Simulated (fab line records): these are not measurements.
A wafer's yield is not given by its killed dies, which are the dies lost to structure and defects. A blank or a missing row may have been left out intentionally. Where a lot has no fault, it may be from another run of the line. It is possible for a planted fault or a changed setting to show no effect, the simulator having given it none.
Matching of chambers -- flow n5-finfet -- N5_BEOL_M0_SAQP_ETCH_84 on rie-diel-03: 4 sister chambers
The step etches SOC in N2/H2, target depth 100 nm, overetch 20 nm, time 150 s. 4 wafers are shown with their chamber, then 8 later ones without.

== WAFERS, EACH WITH ITS CHAMBER ==
wafer,chamber,showerhead-plenum-p-Torr (Torr)
L087.2,1,2.42
L087.6,0,2.54
L088.6,3,2.70
L089.2,2,2.54

== WAFERS MISSING THEIR CHAMBER ==
wafer,showerhead-plenum-p-Torr (Torr)
L089.4,2.54
L089.6,2.42
L093.1,2.54
L093.3,2.69
L093.4,2.41
L095.2,2.41
L095.4,2.41
L095.5,2.69

== WHICH CHAMBER EACH WENT THROUGH ==
wafer,from the rows above,in truth
L089.4,can't be placed: 0 or 2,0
L089.6,1,1
L093.1,can't be placed: 0 or 2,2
L093.3,3,3
L093.4,1,1
L095.2,1,1
L095.4,1,1
L095.5,3,3
Correctly placed: 6 of 8. Cannot be placed on the basis of these rows: 2; the candidates contain the true chamber in 2. 0 placed wrongly.
How it was worked out, from the rows above alone: a wafer's distance from a chamber is the root of the sum, over the readings, of the square of ((its reading less the chamber's mean) divided by the reading's scatter). The wafer belongs to the nearest chamber; if the next one is less than 2 further off, it can't be placed. For every chamber, the mean is computed from those of its wafers that are shown. The scatter (one wafer shown for each chamber): square how far every hidden wafer sits from the nearest shown wafer, average those squares and take the square root.
